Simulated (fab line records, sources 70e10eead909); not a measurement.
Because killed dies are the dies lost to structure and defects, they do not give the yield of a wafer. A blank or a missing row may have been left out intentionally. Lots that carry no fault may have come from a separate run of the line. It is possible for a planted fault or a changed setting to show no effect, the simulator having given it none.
Matching of chambers | flow nandHarc | cmp-03 running NHARC_A_BONDPAD_CMP_29: 4 sister chambers
The step polishes SiCN, target thk 200 nm. 8 wafers are shown with their chamber, then 8 later ones without.

WAFERS, EACH WITH ITS CHAMBER
wafer  | chamber | motorCurrentA (A)
L077.6 | 1       | 13.9
L084.1 | 1       | 13.7
L084.3 | 2       | 10.0
L085.1 | 2       | 10.4
L085.6 | 3       | 13.1
L087.5 | 0       | 13.2
L087.6 | 3       | 12.8
L092.2 | 0       | 13.0

WAFERS MISSING THEIR CHAMBER
wafer  | motorCurrentA (A)
L092.3 | 14.3
L092.4 | 13.1
L091.3 | 12.4
L091.4 | 10.4
L091.6 | 12.9
L089.1 | 13.4
L089.2 | 12.7
L089.4 | 10.1

CHAMBER TAKEN BY EACH
wafer  | from the rows above          | in truth
L092.3 | 1                            | 1
L092.4 | can't be placed: 0 or 3      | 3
L091.3 | can't be placed: 3 or 0      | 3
L091.4 | 2                            | 2
L091.6 | can't be placed: 3 or 0      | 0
L089.1 | can't be placed: 0 or 1 or 3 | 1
L089.2 | can't be placed: 3 or 0      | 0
L089.4 | 2                            | 2
Correctly placed: 3 of 8. Can't be placed from these rows: 5 (the true chamber is among the candidates in 5). Wrongly placed: 0.
How it was worked out, from the rows above alone: a wafer's distance from a chamber is the root of the sum, over the readings, of the square of ((its reading less the chamber's mean) divided by the reading's scatter). The wafer belongs to the nearest chamber; if the next one is less than 2 further off, it can't be placed. Each chamber's mean is taken over the wafers shown for it. The scatter: the root of (the sum of the squares of (reading less its chamber's mean) over the shown wafers, divided by (wafers less chambers)).
